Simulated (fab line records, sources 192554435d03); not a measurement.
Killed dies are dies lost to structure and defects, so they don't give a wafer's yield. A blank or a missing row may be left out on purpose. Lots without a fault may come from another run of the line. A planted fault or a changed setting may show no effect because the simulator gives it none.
One fault seen from 2 desks | flow n5_finfet | each desk has only its own numbers; what lay behind them comes last

THE METROLOGY DESK
What the gauges read, lot by lot, whatever tool the lot ran on: means of the sampled wafers that have a number. A lot is out of limits, marked OUT, if its mean lies more than 4 standard deviations from the usual mean; the brackets give that distance. Of its 11 readings 7 are shown: those that lie furthest out on some lot.
Columns: A = DIBL_N at N5_BEOL_M4_RC_MEAS_101, usual 35.9 mV/V; B = DIBL_P at N5_BEOL_M4_RC_MEAS_101, usual 35.8 mV/V; C = IOFF_N at N5_BEOL_M4_RC_MEAS_101, usual 0.15 nA/um; D = IOFF_P at N5_BEOL_M4_RC_MEAS_101, usual 0.21 nA/um; E = ION_P at N5_BEOL_M4_RC_MEAS_101, usual 462 uA/um; F = VT_N at N5_BEOL_M4_RC_MEAS_101, usual 250 mV; G = VT_P at N5_BEOL_M4_RC_MEAS_101, usual -250 mV
lot  | first seen here | A    | B    | C    | D    | E   | F   | G
L168 | day 5 04:22     | 36.7 | 36.3 | 0.14 | 0.20 | 458 | 252 | -251
L169 | day 5 14:24     | 35.4 | 36.0 | 0.14 | 0.22 | 466 | 253 | -249
L171 | day 6 00:04     | 36.2 | 35.4 | 0.14 | 0.19 | 458 | 252 | -251
L172 | day 6 05:02     | 36.7 | 35.2 | 0.15 | 0.21 | 460 | 252 | -250
L174 | day 6 20:13     | 36.9 | 37.1 | 0.17 | 0.22 | 464 | 248 | -250
L181 | day 8 14:37     | 35.5 | 36.5 | 0.15 | 0.22 | 465 | 250 | -246
L183 | day 9 00:22     | 37.7 | 39.2 | 0.21 | 0.26 | 468 | 247 | -245
L185 | day 9 14:13     | 38.2 | 37.5 | 0.18 | 0.25 | 470 | 246 | -249
L186 | day 9 17:39     | 36.8 | 36.2 | 0.16 | 0.20 | 466 | 252 | -253
L191 | day 10 21:38    | 36.1 | 35.0 | 0.15 | 0.22 | 474 | 251 | -248
This desk's finding: nothing out of limits on any of the 10 lots.

THE TOOL OWNER'S DESK: pecvd-04
The tool's own readings at N5_BEOL_M0_SAQP_PECVD_03 (deposits SiCN from 3MS/NH3, target thk 12 nm, time 21.1 s): means of the sampled wafers that have a number, for each lot that ran on this tool. A lot is out of limits, marked OUT, if its mean lies more than 4 standard deviations from the usual mean; the brackets give that distance.
Columns: A = run_length_s at N5_BEOL_M0_SAQP_PECVD_03, usual 51.4 s; B = showerhead_plenum_p_Torr at N5_BEOL_M0_SAQP_PECVD_03, usual 3.670 Torr; C = throttle_valve_pct at N5_BEOL_M0_SAQP_PECVD_03, usual 9.1 %
lot  | first seen here | A               | B     | C
L171 | day 6 05:08     | 51.5            | 3.674 | 9.7
L172 | day 6 09:43     | 51.3            | 3.668 | 9.5
L181 | day 8 20:17     | 53.5 (+5.6) OUT | 3.675 | 9.6
L183 | day 9 04:43     | 53.7 (+6.1) OUT | 3.665 | 9.6
L186 | day 10 00:19    | 55.3 (+10) OUT  | 3.675 | 9.9
This desk's finding: out of limits on L181, L183, L186; first on L181, day 8 20:17 (run_length_s at N5_BEOL_M0_SAQP_PECVD_03). In limits: L171, L172.

PUT TOGETHER
The tool owner's desk could have raised an alarm at day 8 20:17, on L181, L183, L186.
The metrology desk saw nothing out of limits.
The metrology desk has L181, L183, L186 on record, within its limits.
Of the lots named, all ran N5_BEOL_M0_SAQP_PECVD_03 on pecvd-04.

WHAT THE SIMULATOR HAD PUT IN
Process parameter drift: pecvd-04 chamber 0, from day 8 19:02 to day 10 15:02, at N5_BEOL_M0_SAQP_PECVD_03. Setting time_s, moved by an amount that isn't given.
Lots struck among those shown: L181, L183, L186.
Hours from the fault's start to each desk's first reading out of limits: the tool owner's desk, 1.
